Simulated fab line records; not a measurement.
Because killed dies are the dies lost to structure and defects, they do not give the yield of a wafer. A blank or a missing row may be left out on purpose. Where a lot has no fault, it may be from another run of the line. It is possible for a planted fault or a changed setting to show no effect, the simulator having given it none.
fab line records	flow nand_harc
[record] lots = 24	wafers = 72	last_day = 34
route steps=1302 shown A_CONTACT@1058 A_BLC@1124 A_M0@1150
lots that met no fault: taken from a fault-free run of the same line
start_h: hours from the record's opening day to when the first of the lot's shown wafers began	wait_h: time in hours since the lot's previous step	" the same as in the row above	L1.1+2: a row that stands for several wafers	- value missing, or start not given	* or withheld: withheld	< > ~ a bound
route shown NAME@n: NAME is a module with steps in the file, n the number in the route of the first one	usual: average and standard deviation across the fault-free wafers	same: alike in all rows	chamber/n: place in a boat	sites: the reading at each site	_std_site: how widely they spread, as a standard deviation	_edge_site: inner sites' mean taken away from outer sites' mean	radius_mm: how far each site lies from the wafer's centre	mask NAME#n: copy n	behind: the tool/chamber that last shaped the wafer	hold: cause of the lot's hold/its duration in hours/its outcome	device: the n, p or np transistor that did not switch	end of line: at the end of the route, the tests of the same wafers	a step without rows: its recipe alone	killed: dies lost to structure and defects at the first sort, not the wafer's yield	map: a wafer's dies, x killed, . not, _ none there
set.NAME: the setting that was run; set.NAME@STEP: the one run at that earlier step	model.NAME: the simulator's own value behind a step, which no gauge read
one table for each step of the route and one row for each wafer, over a sample of lots
services: a tool's chamber out of use, with start hour (start_h, from the record's first day; less than 0 if before it), hours out, and reason
[[steps]]
[step NHARC_A_CONTACT_ETCH_97]
[recipe] target_depth_a = 200	over_etch_frac = 0.5	time_s = 10	ion_energy_ev = 250	c4f6_flow_sccm = 25	o2_flow_sccm = 20	ar_flow_sccm = 500	rf_w = 600	bias_w = 500	chemistry = C4F6/O2
[usual] drypump_motor_current_A = 5.5/0.42	oes_product_au = 0.959/0.025	rf_fwd_power_W = 585.8/2.4	rf_vpp_V = 547/3.9	showerhead_plenum_p_Torr = 3.95/0.18	throttle_valve_pct = 26.903/0.0078
lot.wafer	tool	chamber	start_h	wait_h	drypump_motor_current_A	oes_product_au	rf_fwd_power_W	rf_hours_counter_h	rf_vpp_V	showerhead_plenum_p_Torr	throttle_valve_pct
L074.2	rie_diel-11	2	509.79	0.1	5.8	1.001	583.0	21	552	4.12	26.896
L074.5	"	3	"	"	5.2	0.997	587.4	-	552	4.15	26.898
L074.4	"	2	"	"	5.8	1.002	585.7	-	552	4.12	26.902
L077.2	rie_diel-04	0	-	-	6.3	0.950	588.8	51	548	3.94	26.890
L077.4	"	1	"	"	5.0	0.955	586.0	51	550	4.03	26.903
L077.6	"	0	"	"	6.3	0.955	585.4	-	549	3.94	26.912
L076.1	rie_diel-11	0	-	-	5.7	0.945	594.2	23	552	4.21	26.898
L076.2	"	1	"	"	5.7	0.943	583.8	32	544	3.77	26.887
L076.4	"	2	"	"	5.8	0.938	585.6	31	552	4.11	26.899
L075.2	rie_diel-02	2	533.66	0.1	5.3	0.955	585.2	24	543	3.67	26.905
L075.3	"	3	"	"	6.1	0.946	584.6	22	549	4.06	26.911
L075.5	"	0	"	"	5.7	0.950	585.6	-	550	4.05	26.908
L078.2	rie_diel-02	2	-	-	5.3	0.934	585.1	25	541	3.66	26.914
L078.3	"	3	"	"	6.1	0.931	585.2	25	550	4.06	26.891
L078.6	"	1	"	"	5.0	0.971	589.1	-	550	4.03	26.913
L080.4	rie_diel-02	3	-	-	6.1	0.954	586.0	27	550	4.06	26.891
L080.3	"	1	"	"	5.0	0.964	586.1	28	549	4.03	26.905
L080.6	"	2	"	"	5.3	0.965	586.9	-	541	3.66	26.919
L079.2	rie_diel-02	1	582.49	0.1	5.0	1.017	584.6	0	550	4.03	26.902
L079.6	"	2	"	"	5.3	1.010	588.6	-	541	3.66	26.903
L079.4	"	0	"	"	5.7	1.006	585.8	-	550	4.05	26.903
L082.2	rie_diel-04	0	587.95	0.3	6.3	0.983	583.2	15	546	3.93	26.888
L082.6	"	0	"	"	6.3	0.986	581.2	-	547	3.93	26.899
L082.5	"	1	"	"	5.0	0.985	586.5	-	549	4.02	26.905
L081.1	rie_diel-02	1	-	-	5.0	0.962	587.0	3	548	4.03	26.900
L081.5	"	1	"	"	5.0	0.962	587.6	-	549	4.03	26.884
L081.6	"	2	"	"	5.3	0.958	585.3	-	541	3.66	26.911
L083.4	rie_diel-04	3	-	-	5.2	0.985	587.3	13	542	3.69	26.908
L083.1	"	0	"	"	6.3	0.934	585.8	19	548	3.93	26.916
L083.6	"	2	"	"	5.3	0.984	583.4	-	553	4.22	26.894
L085.3	rie_diel-04	0	-	-	6.3	0.925	583.5	23	546	3.93	26.904
L085.2	"	1	"	"	5.0	0.942	588.5	21	549	4.01	26.902
L085.5	"	2	"	"	5.3	0.946	585.0	-	553	4.22	26.899
L084.4	rie_diel-04	2	-	-	5.3	0.938	583.0	11	552	4.22	26.899
L084.5	"	2	"	"	5.3	0.935	583.0	-	552	4.22	26.892
L084.6	"	3	"	"	5.2	0.936	586.3	-	542	3.68	26.897
L086.2	rie_diel-04	2	-	-	5.3	1.003	584.5	11	553	4.22	26.914
L086.3	"	0	"	"	6.3	1.009	586.0	23	547	3.93	26.909
L086.6	"	3	"	"	5.2	1.003	583.7	-	541	3.68	26.893
L087.3	rie_diel-02	3	-	-	6.1	0.950	583.3	7	549	4.06	26.896
L087.5	"	1	"	"	5.0	0.969	589.0	-	548	4.03	26.898
L087.6	"	2	"	"	5.3	0.958	585.5	-	540	3.66	26.906
L088.4	rie_diel-02	1	-	-	5.0	0.964	590.3	13	548	4.02	26.896
L088.3	"	2	"	"	5.3	0.942	587.8	14	541	3.66	26.910
L088.6	"	0	"	"	5.7	0.963	587.8	-	549	4.04	26.901
L090.2	rie_diel-02	3	-	-	6.1	0.943	585.6	14	549	4.05	26.890
L090.1	"	1	"	"	5.0	0.941	588.3	15	548	4.02	26.903
L090.6	"	0	"	"	5.7	0.944	585.7	-	550	4.04	26.913
L089.3	rie_diel-04	3	-	-	5.2	0.996	584.4	38	542	3.67	26.914
L089.2	"	0	"	"	6.2	1.003	586.4	44	547	3.92	26.902
L089.6	"	3	"	"	5.2	1.001	582.2	-	542	3.67	26.915
L092.2	rie_diel-02	2	-	-	5.3	0.950	588.5	21	541	3.65	26.907
L092.1	"	0	"	"	5.7	0.942	582.2	20	548	4.03	26.909
L092.6	"	3	"	"	6.1	0.931	589.4	-	549	4.05	26.908
L091.3	rie_diel-04	0	-	-	6.3	0.933	583.7	47	548	3.91	26.899
L091.2	"	1	"	"	5.0	0.942	587.8	48	546	3.99	26.912
L091.6	"	1	"	"	5.0	0.955	587.3	-	550	3.99	26.919
L093.2	rie_diel-02	0	-	-	5.7	0.945	581.4	23	548	4.03	26.903
L093.3	"	1	"	"	5.0	0.954	587.6	22	549	4.02	26.918
L093.4	"	2	"	"	5.4	0.937	585.6	24	541	3.65	26.905
L095.2	rie_diel-04	2	-	-	5.3	0.923	584.1	4	552	4.19	26.896
L095.1	"	3	"	"	5.2	0.942	584.9	4	542	3.66	26.908
L095.5	"	3	"	"	5.2	0.939	585.9	-	540	3.66	26.899
L097.2	rie_diel-02	0	-	-	5.7	0.945	582.1	29	549	4.03	26.900
L097.6	"	1	"	"	5.0	0.943	588.8	-	551	4.02	26.902
L097.5	"	2	"	"	5.3	0.952	585.9	-	540	3.65	26.910
L094.2	rie_diel-11	1	-	-	5.7	0.924	584.7	37	543	3.73	26.893
L094.1	"	0	"	"	5.7	0.937	594.0	40	552	4.17	26.912
L094.5	"	1	"	"	5.7	0.920	586.9	-	544	3.73	26.881
L096.1	rie_diel-11	1	746.53	0.1	5.7	0.944	581.7	38	544	3.73	26.897
L096.3	"	3	"	"	5.2	0.956	584.2	42	549	4.10	26.903
L096.4	"	3	"	"	5.2	0.955	581.4	-	550	4.10	26.905
[step NHARC_A_CONTACT_ETCH_138]
[recipe] source_w = withheld	pressure_mtorr = 20	bias_v = 1200	time_s = 311	target_depth_a = 19140	ar_flow_sccm = withheld	c4f8_flow_sccm = withheld	o2_flow_sccm = withheld	chemistry = C4F8/O2/Ar
lot.wafer	tool	chamber	start_h	wait_h	rf_hours_counter_h
L074.2	har_cap_etch-02	1	518.58	0.2	87
L074.4	"	1	"	"	-
L074.5	"	0	"	"	-
L077.2	har_cap_etch-01	1	536.14	0.2	5
L077.4	"	1	"	"	-
L077.6	"	1	"	"	-
L076.2	har_cap_etch-03	1	537.38	0.2	50
L076.1	"	0	"	"	50
L076.4	"	1	"	"	-
L075.2	har_cap_etch-02	1	539.85	0.2	92
L075.3	"	1	"	"	-
L075.5	"	0	"	"	-
L078.2	har_cap_etch-03	1	548.28	0.2	51
L078.3	"	1	"	"	-
L078.6	"	0	"	"	-
L080.4	har_cap_etch-01	0	574.90	0.2	-
L080.3	"	1	"	"	-
L080.6	"	0	"	"	-
L079.2	har_cap_etch-01	0	588.86	0.2	13
L079.4	"	1	"	"	-
L079.6	"	0	"	"	-
L082.2	har_cap_etch-03	1	597.83	0.2	60
L082.5	"	1	"	"	-
L082.6	"	0	"	"	-
L081.1	har_cap_etch-01	1	598.82	0.2	17
L081.5	"	0	"	"	-
L081.6	"	1	"	"	-
L083.1	har_cap_etch-02	1	603.26	0.2	104
L083.4	"	0	"	"	-
L083.6	"	0	"	"	-
L085.2	har_cap_etch-02	1	620.90	0.3	107
L085.3	"	0	"	"	-
L085.5	"	1	"	"	-
L084.4	har_cap_etch-01	1	621.43	0.2	-
L084.6	"	1	"	"	-
L084.5	"	0	"	"	-
L086.2	har_cap_etch-03	1	624.59	0.2	68
L086.3	"	0	"	"	-
L086.6	"	1	"	"	-
L087.3	har_cap_etch-02	1	628.00	0.2	-
L087.6	"	1	"	"	-
L087.5	"	0	"	"	-
L088.4	har_cap_etch-03	0	646.27	0.2	-
L088.3	"	1	"	"	-
L088.6	"	0	"	"	-
L090.1	har_cap_etch-02	1	672.36	0.2	114
L090.2	"	0	"	"	114
L090.6	"	1	"	"	-
L089.2	har_cap_etch-03	0	673.99	0.2	72
L089.3	"	0	"	"	-
L089.6	"	1	"	"	-
L092.1	har_cap_etch-03	0	693.22	0.2	75
L092.2	"	1	"	"	75
L092.6	"	1	"	"	-
L091.2	har_cap_etch-01	0	696.47	0.3	34
L091.3	"	1	"	"	-
L091.6	"	0	"	"	-
L093.2	har_cap_etch-03	1	709.93	0.3	76
L093.3	"	0	"	"	-
L093.4	"	1	"	"	-
L095.2	har_cap_etch-02	0	738.78	0.2	126
L095.1	"	1	"	"	126
L095.5	"	1	"	"	-
L097.2	har_cap_etch-02	1	745.87	0.2	128
L097.6	"	0	"	"	-
L097.5	"	1	"	"	-
L094.1	har_cap_etch-01	0	747.30	0.2	41
L094.2	"	1	"	"	41
L094.5	"	0	"	"	-
L096.1	har_cap_etch-01	1	755.14	0.2	42
L096.3	"	1	"	"	-
L096.4	"	0	"	"	-
[step NHARC_A_CONTACT_CVD_19]
[recipe] target_thk_a = 3000	temp_c = 300	pressure_torr = 40	wf6_flow_sccm = 40	h2_flow_sccm = 1600	ar_flow_sccm = 1560	time_s = 802	material = W
[usual] heater_power_w = 446/40	mfc_wf6_sccm = 39.98/0.12	susceptor_temp_C = 300.00/0.2	throttle_valve_pct = 8.15/0.27
lot.wafer	tool	chamber	start_h	wait_h	heater_power_w	mfc_wf6_sccm	susceptor_temp_C	throttle_valve_pct
L074.2	cvd_w-02	1	-	-	435	39.83	300.05	7.97
L074.4	"	1	"	"	462	39.89	300.02	7.98
L074.5	"	1	"	"	452	40.09	299.98	8.42
L077.2	cvd_w-02	1	-	-	450	39.95	299.69	8.09
L077.4	"	1	"	"	455	39.84	300.02	7.95
L077.6	"	1	"	"	447	39.92	300.01	7.86
L076.2	cvd_w-01	1	-	-	523	39.89	-	8.19
L076.1	"	0	"	"	421	39.94	-	7.85
L076.4	"	0	"	"	439	40.04	-	8.29
L075.2	cvd_w-02	1	-	-	443	39.85	300.49	8.24
L075.3	"	0	"	"	388	40.12	299.78	8.28
L075.5	"	0	"	"	393	40.29	300.01	8.78
L078.2	cvd_w-02	1	-	-	452	40.16	300.09	8.00
L078.3	"	1	"	"	441	40.09	300.17	8.30
L078.6	"	1	"	"	455	40.07	300.29	8.08
L080.4	cvd_w-01	1	-	-	491	39.97	-	8.00
L080.3	"	0	"	"	432	40.15	-	7.70
L080.6	"	0	"	"	423	39.89	-	7.83
L079.2	cvd_w-02	0	-	-	397	40.01	300.14	8.47
L079.4	"	1	"	"	451	40.07	300.05	8.09
L079.6	"	1	"	"	453	39.95	299.98	8.32
L082.2	cvd_w-01	1	-	-	503	40.14	300.09	7.89
L082.6	"	0	"	"	435	40.17	299.49	7.77
L082.5	"	1	"	"	514	39.96	300.01	7.82
L081.1	cvd_w-02	0	-	-	385	39.88	299.89	8.64
L081.6	"	1	"	"	465	40.07	299.86	8.31
L081.5	"	0	"	"	407	39.81	299.86	8.57
L083.1	cvd_w-02	0	-	-	402	40.07	299.90	8.59
L083.4	"	0	"	"	407	40.05	300.02	8.54
L083.6	"	0	"	"	403	40.19	299.87	8.55
L085.2	cvd_w-01	0	-	-	439	40.26	300.14	8.06
L085.3	"	1	"	"	509	39.93	299.85	8.08
L085.5	"	1	"	"	508	40.09	300.15	8.24
L084.4	cvd_w-02	0	-	-	396	40.08	299.90	8.69
L084.5	"	0	"	"	397	40.13	300.07	8.57
L084.6	"	1	"	"	449	39.93	299.60	8.01
L086.2	cvd_w-01	1	-	-	506	39.94	299.97	8.11
L086.3	"	1	"	"	486	40.13	300.03	8.18
L086.6	"	1	"	"	496	39.83	299.90	8.28
L087.3	cvd_w-01	1	-	-	504	40.25	300.05	8.05
L087.6	"	1	"	"	484	39.87	300.00	8.01
L087.5	"	0	"	"	429	39.95	299.85	7.83
L088.4	cvd_w-01	0	-	-	425	39.93	299.89	7.86
L088.3	"	1	"	"	491	40.02	300.17	8.18
L088.6	"	0	"	"	426	39.94	299.68	7.96
L090.1	cvd_w-01	1	-	-	503	39.79	299.82	8.15
L090.2	"	0	"	"	428	39.80	299.80	7.83
L090.6	"	1	"	"	488	39.79	300.05	8.13
L089.2	cvd_w-02	1	-	-	474	39.94	299.76	8.01
L089.3	"	1	"	"	484	39.88	299.77	7.91
L089.6	"	0	"	"	401	39.98	300.24	8.37
L092.2	cvd_w-02	1	-	-	470	39.99	300.06	7.89
L092.1	"	0	"	"	406	40.02	300.08	8.51
L092.6	"	0	"	"	412	40.01	300.28	8.55
L091.2	cvd_w-02	1	-	-	472	39.93	300.19	7.97
L091.3	"	0	"	"	400	40.00	299.75	8.26
L091.6	"	0	"	"	400	40.08	299.82	8.12
L093.2	cvd_w-01	1	-	-	488	39.93	300.43	7.99
L093.3	"	1	"	"	497	39.90	300.21	8.24
L093.4	"	1	"	"	503	39.83	300.35	8.15
L095.2	cvd_w-02	1	-	-	474	39.97	299.77	8.22
L095.1	"	0	"	"	395	39.89	299.65	8.42
L095.5	"	0	"	"	410	39.97	299.83	8.24
L097.2	cvd_w-01	1	-	-	521	39.86	299.82	7.73
L097.6	"	0	"	"	433	40.00	300.07	7.69
L097.5	"	1	"	"	520	40.03	299.97	7.89
L094.1	cvd_w-02	0	-	-	404	39.85	300.11	8.43
L094.2	"	1	"	"	483	40.02	300.22	8.23
L094.5	"	0	"	"	406	40.01	300.09	8.42
L096.1	cvd_w-02	1	-	-	483	40.01	300.04	8.21
L096.4	"	1	"	"	473	39.98	299.99	8.09
L096.3	"	0	"	"	407	39.94	299.90	8.32
[step NHARC_A_BLC_CD_MEAS_19]
[usual] cd_nm = 99.9/2.1
lot.wafer	tool	chamber	start_h	wait_h	cd_nm
L074.2	cd_sem-01	-	523.79	-	96.2
L074.4	"	-	"	"	97.0
L074.5	"	-	"	"	97.1
L077.2	cd_sem-03	-	543.35	-	97.3
L077.4	"	-	"	"	96.9
L077.6	"	-	"	"	100.9
L076.1	cd_sem-02	-	543.38	-	99.7
L076.2	"	-	"	"	99.2
L076.4	"	-	"	"	101.9
L075.2	cd_sem-02	-	544.99	-	97.6
L075.3	"	-	"	"	98.1
L075.5	"	-	"	"	96.7
L078.2	cd_sem-03	-	554.43	-	100.4
L078.3	"	-	"	"	97.5
L078.6	"	-	"	"	100.9
L080.3	cd_sem-01	-	580.07	-	102.1
L080.4	"	-	"	"	101.4
L080.6	"	-	"	"	104.0
L079.2	cd_sem-02	-	594.02	-	100.1
L079.4	"	-	"	"	99.9
L079.6	"	-	"	"	100.9
L082.2	cd_sem-03	-	603.54	-	97.6
L082.5	"	-	"	"	99.7
L082.6	"	-	"	"	101.0
L081.1	cd_sem-02	-	603.95	-	97.3
L081.5	"	-	"	"	100.9
L081.6	"	-	"	"	98.8
L083.1	cd_sem-03	-	608.50	-	102.7
L083.4	"	-	"	"	102.6
L083.6	"	-	"	"	99.5
L085.2	cd_sem-03	-	626.68	-	101.1
L085.3	"	-	"	"	100.9
L085.5	"	-	"	"	102.8
L084.4	cd_sem-02	-	626.78	-	99.4
L084.5	"	-	"	"	98.2
L084.6	"	-	"	"	102.3
L086.2	cd_sem-01	-	629.70	-	98.4
L086.3	"	-	"	"	101.0
L086.6	"	-	"	"	99.5
L087.3	cd_sem-01	-	633.62	-	99.4
L087.5	"	-	"	"	102.5
L087.6	"	-	"	"	100.6
L088.3	cd_sem-02	-	651.25	-	99.9
L088.4	"	-	"	"	104.4
L088.6	"	-	"	"	97.5
L090.1	cd_sem-01	-	677.49	-	99.7
L090.2	"	-	"	"	102.3
L090.6	"	-	"	"	101.4
L089.2	cd_sem-02	-	679.64	-	102.4
L089.3	"	-	"	"	101.2
L089.6	"	-	"	"	102.7
L092.1	cd_sem-03	-	698.80	-	99.7
L092.2	"	-	"	"	99.5
L092.6	"	-	"	"	96.0
L091.2	cd_sem-02	-	701.84	-	101.2
L091.3	"	-	"	"	96.3
L091.6	"	-	"	"	97.7
L093.2	cd_sem-03	-	715.93	-	103.5
L093.3	"	-	"	"	101.3
L093.4	"	-	"	"	100.7
L095.1	cd_sem-01	-	743.92	-	101.6
L095.2	"	-	"	"	100.9
L095.5	"	-	"	"	100.2
L097.2	cd_sem-01	-	751.06	-	100.1
L097.5	"	-	"	"	94.8
L097.6	"	-	"	"	96.5
L094.1	cd_sem-01	-	752.45	-	99.8
L094.2	"	-	"	"	101.8
L094.5	"	-	"	"	102.0
L096.1	cd_sem-01	-	760.36	-	98.4
L096.3	"	-	"	"	99.6
L096.4	"	-	"	"	99.9
[step NHARC_A_M0_DESCUM_14]
[recipe] time_s = 3	o2_flow_sccm = 200	ar_flow_sccm = 0	bias_power_w = 0	chemistry = O2
[usual] drypump_motor_current_A = 5.8/0.39	oes_product_au = 1.001/0.0078	rf_vpp_V = 57.8/0.82	showerhead_plenum_p_Torr = 1.96/0.059	throttle_valve_pct = 11.311/0.0092
lot.wafer	tool	chamber	start_h	wait_h	drypump_motor_current_A	oes_product_au	rf_hours_counter_h	rf_vpp_V	showerhead_plenum_p_Torr	throttle_valve_pct
L074.2	rie_diel-06	3	526.93	0.1	5.7	0.999	1.7	59.5	1.96	11.306
L074.4	"	1	"	"	6.2	0.996	-	58.5	1.98	11.323
L074.5	"	3	"	"	5.8	0.999	-	59.1	1.96	11.310
L077.4	rie_diel-06	3	546.40	0.1	5.7	0.995	2.3	58.4	1.96	11.318
L077.2	"	1	"	"	6.2	0.996	2.4	57.4	1.98	11.312
L077.6	"	0	"	"	6.3	1.002	-	57.3	1.97	11.322
L076.1	rie_diel-03	1	546.55	0.1	6.0	0.995	3.8	57.8	2.00	11.301
L076.2	"	3	"	"	5.7	0.992	3.7	56.8	1.89	11.296
L076.4	"	0	"	"	5.5	1.008	4.0	56.7	1.85	11.299
L075.3	rie_diel-06	3	548.05	0.1	5.7	0.988	2.4	58.3	1.96	11.328
L075.2	"	2	"	"	5.2	1.024	2.6	59.5	1.98	11.317
L075.5	"	0	"	"	6.3	1.005	-	58.5	1.97	11.312
L078.3	rie_diel-06	3	557.49	0.1	5.8	0.985	2.7	57.5	1.96	11.321
L078.2	"	0	"	"	6.3	0.989	1.1	58.3	1.97	11.310
L078.6	"	2	"	"	5.2	0.998	-	58.7	1.98	11.315
L080.3	rie_diel-06	3	583.62	0.1	5.8	1.006	3.6	57.7	1.96	11.308
L080.4	"	1	"	"	6.2	0.996	4.2	59.2	1.98	11.306
L080.6	"	0	"	"	6.3	1.001	-	57.8	1.97	11.298
L079.2	rie_diel-03	0	597.35	0.1	5.5	1.005	6.9	56.2	1.85	11.314
L079.4	"	2	"	"	6.0	1.000	7.8	58.9	2.06	11.291
L079.6	"	1	"	"	6.0	1.003	-	57.5	2.00	11.308
L082.2	rie_diel-03	3	606.54	0.1	5.6	1.005	7.2	57.6	1.89	11.321
L082.6	"	0	"	"	5.5	0.989	-	56.9	1.85	11.310
L082.5	"	1	"	"	6.0	1.000	-	57.9	2.00	11.334
L081.1	rie_diel-03	1	607.47	0.1	6.0	0.996	7.7	57.3	2.00	11.292
L081.6	"	1	"	"	6.0	0.989	-	57.7	2.00	11.289
L081.5	"	2	"	"	6.0	0.993	-	58.7	2.06	11.323
L083.1	rie_diel-06	0	611.45	0.1	6.3	0.997	2.9	56.2	1.97	11.301
L083.4	"	3	"	"	5.8	0.998	4.5	58.6	1.96	11.311
L083.6	"	1	"	"	6.2	1.006	-	58.9	1.98	11.315
L085.2	rie_diel-01	1	629.78	0.1	5.3	1.005	2.5	57.4	1.88	11.315
L085.3	"	0	"	"	5.0	1.014	2.5	59.1	1.96	11.314
L085.5	"	2	"	"	5.8	1.004	-	57.7	2.00	11.320
L084.4	rie_diel-03	1	629.93	0.1	5.9	0.987	8.7	58.1	2.00	11.313
L084.5	"	1	"	"	5.9	0.992	-	58.7	2.00	11.304
L084.6	"	2	"	"	6.0	0.994	-	57.4	2.06	11.311
L086.2	rie_diel-03	1	632.76	0.1	6.0	0.991	8.8	57.9	2.00	11.334
L086.3	"	0	"	"	5.5	0.993	8.6	56.5	1.85	11.311
L086.6	"	1	"	"	6.0	0.986	-	57.2	2.00	11.319
L087.3	rie_diel-06	3	636.74	0.1	5.8	0.986	6.7	58.8	1.96	11.306
L087.5	"	0	"	"	6.3	0.996	-	58.5	1.97	11.299
L087.6	"	1	"	"	6.2	0.994	-	57.6	1.98	11.328
L088.4	rie_diel-03	1	654.35	0.1	6.0	0.992	0.3	57.7	2.00	11.314
L088.3	"	0	"	"	5.5	1.004	0.3	57.2	1.85	11.308
L088.6	"	1	"	"	6.0	1.001	-	57.7	2.00	11.300
L090.1	rie_diel-01	0	680.51	0.1	5.0	1.004	6.2	58.7	1.96	11.307
L090.2	"	1	"	"	5.3	1.011	5.7	57.5	1.88	11.301
L090.6	"	0	"	"	5.0	1.015	-	56.5	1.96	11.311
L089.3	rie_diel-06	2	682.76	0.1	5.2	1.001	1.0	57.0	1.98	11.309
L089.2	"	0	"	"	6.3	1.003	1.1	57.7	1.97	11.325
L089.6	"	2	"	"	5.2	1.010	-	58.7	1.98	11.307
L092.1	rie_diel-06	2	701.90	0.1	5.2	1.004	1.6	59.2	1.98	11.299
L092.2	"	0	"	"	6.3	1.016	1.7	57.5	1.97	11.323
L092.6	"	2	"	"	5.2	1.010	-	56.4	1.98	11.306
L091.3	rie_diel-03	0	704.96	0.1	5.5	1.002	4.2	57.4	1.85	11.299
L091.2	"	2	"	"	6.0	0.982	3.3	57.6	2.06	11.281
L091.6	"	0	"	"	5.5	1.009	-	56.5	1.85	11.311
L093.2	rie_diel-03	1	718.91	0.1	6.0	1.003	4.8	56.9	1.99	11.320
L093.4	"	2	"	"	6.1	1.002	4.0	58.2	2.05	11.311
L093.3	"	3	"	"	5.7	0.997	3.9	57.6	1.89	11.299
L095.1	rie_diel-03	1	746.86	0.1	6.0	0.996	7.5	57.8	1.99	11.312
L095.2	"	3	"	"	5.7	0.991	5.7	56.8	1.89	11.321
L095.5	"	1	"	"	5.9	0.997	-	58.3	1.99	11.305
L097.2	rie_diel-01	2	754.01	0.1	5.9	0.999	0.5	58.8	2.00	11.304
L097.6	"	0	"	"	5.0	1.007	-	56.9	1.96	11.304
L097.5	"	1	"	"	5.3	1.004	-	58.7	1.88	11.318
L094.1	rie_diel-06	2	755.52	0.1	5.2	1.002	3.4	57.7	1.98	11.308
L094.2	"	0	"	"	6.3	1.009	3.8	58.4	1.97	11.293
L094.5	"	2	"	"	5.2	1.012	-	58.5	1.98	11.312
L096.1	rie_diel-01	0	763.43	0.1	5.0	1.003	1.9	59.2	1.96	11.308
L096.4	"	1	"	"	5.3	1.010	1.4	56.3	1.88	11.311
L096.3	"	3	"	"	5.6	1.003	1.8	56.7	1.89	11.314
[step NHARC_A_M0_DEGAS_28]
[recipe] temp_c = 250	time_s = 60
[usual] heater_power_w = 336/44	susceptor_temp_C = 249.97/0.17
lot.wafer	tool	chamber	start_h	wait_h	heater_power_w	susceptor_temp_C
L074.2	pvd_sputter-01	-	527.89	-	300	250.02
L074.4	"	-	"	"	294	249.59
L074.5	"	-	"	"	394	249.94
L077.2	pvd_sputter-02	-	547.32	-	320	249.97
L077.4	"	-	"	"	291	249.97
L077.6	"	-	"	"	312	250.23
L076.2	pvd_sputter-01	-	547.47	-	304	249.80
L076.1	"	-	"	"	392	249.77
L076.4	"	-	"	"	406	249.94
L075.3	pvd_sputter-03	-	548.96	-	342	250.20
L075.2	"	-	"	"	404	249.88
L075.5	"	-	"	"	302	249.95
L078.2	pvd_sputter-01	-	558.42	-	304	-
L078.3	"	-	"	"	391	-
L078.6	"	-	"	"	297	-
L080.4	pvd_sputter-03	-	584.53	-	300	250.12
L080.3	"	-	"	"	346	249.91
L080.6	"	-	"	"	402	249.89
L079.2	pvd_sputter-02	-	598.27	-	317	249.83
L079.4	"	-	"	"	327	249.64
L079.6	"	-	"	"	314	250.02
L082.2	pvd_sputter-02	-	607.47	-	328	250.02
L082.5	"	-	"	"	294	249.84
L082.6	"	-	"	"	320	249.96
L081.1	pvd_sputter-02	-	608.51	-	308	249.85
L081.6	"	-	"	"	300	250.14
L081.5	"	-	"	"	314	249.98
L083.1	pvd_sputter-02	-	612.40	-	298	-
L083.4	"	-	"	"	317	-
L083.6	"	-	"	"	301	-
L085.2	pvd_sputter-01	-	630.70	-	438	249.63
L085.3	"	-	"	"	286	250.11
L085.5	"	-	"	"	383	250.38
L084.4	pvd_sputter-03	-	630.85	-	303	249.88
L084.6	"	-	"	"	333	250.05
L084.5	"	-	"	"	311	249.88
L086.3	pvd_sputter-02	-	633.67	-	321	250.07
L086.2	"	-	"	"	326	249.79
L086.6	"	-	"	"	340	249.95
L087.3	pvd_sputter-01	-	637.63	-	292	249.89
L087.5	"	-	"	"	292	249.96
L087.6	"	-	"	"	443	249.61
L088.3	pvd_sputter-03	-	655.31	-	345	250.17
L088.4	"	-	"	"	295	249.85
L088.6	"	-	"	"	402	249.53
L090.1	pvd_sputter-01	-	681.44	-	392	250.04
L090.2	"	-	"	"	438	249.85
L090.6	"	-	"	"	387	249.82
L089.3	pvd_sputter-02	-	683.67	-	307	250.19
L089.2	"	-	"	"	361	250.19
L089.6	"	-	"	"	311	250.12
L092.2	pvd_sputter-02	-	702.81	-	311	249.93
L092.1	"	-	"	"	316	249.91
L092.6	"	-	"	"	309	249.96
L091.2	pvd_sputter-01	-	705.87	-	390	250.08
L091.3	"	-	"	"	293	249.93
L091.6	"	-	"	"	291	249.75
L093.4	pvd_sputter-02	-	719.83	-	312	-
L093.3	"	-	"	"	359	-
L093.2	"	-	"	"	306	-
L095.2	pvd_sputter-01	-	747.79	-	393	250.01
L095.1	"	-	"	"	295	250.27
L095.5	"	-	"	"	292	250.00
L097.2	pvd_sputter-02	-	754.93	-	360	250.02
L097.5	"	-	"	"	313	249.98
L097.6	"	-	"	"	323	250.15
L094.1	pvd_sputter-01	-	756.42	-	385	250.02
L094.2	"	-	"	"	433	249.80
L094.5	"	-	"	"	396	250.37
L096.1	pvd_sputter-02	-	764.34	-	306	249.68
L096.3	"	-	"	"	317	250.03
L096.4	"	-	"	"	321	249.87
[[services]]
tool	chamber	start_h	hours	kind
rie_diel-06	0	496.37	5.7	repair
rie_diel-04	-	498.30	12.0	repair
rie_diel-06	0	517.01	16.4	repair
rie_diel-04	-	534.05	9.0	pm
cvd_w-01	-	547.06	13.0	pm
pvd_sputter-01	-	548.25	1.6	repair
rie_diel-02	3	551.85	5.3	repair
rie_diel-02	-	557.88	4.4	repair
rie_diel-02	-	570.94	9.0	pm
cvd_w-02	1	579.24	5.6	repair
rie_diel-06	0	585.63	6.0	repair
rie_diel-06	3	612.88	6.3	repair
pvd_sputter-02	-	620.71	2.6	repair
pvd_sputter-02	-	628.47	4.1	repair
cvd_w-02	-	631.17	13.0	pm
rie_diel-03	-	635.35	9.0	pm
pvd_sputter-02	-	638.03	10.0	pm
rie_diel-06	3	644.62	5.8	repair
rie_diel-06	-	661.20	9.0	pm
rie_diel-06	-	670.89	0.3	repair
cvd_w-01	0	706.95	9.6	repair
cvd_w-01	-	728.06	13.0	pm
cvd_w-01	-	741.18	1.4	repair
rie_diel-02	-	747.94	9.0	pm
[[key]]
fault none
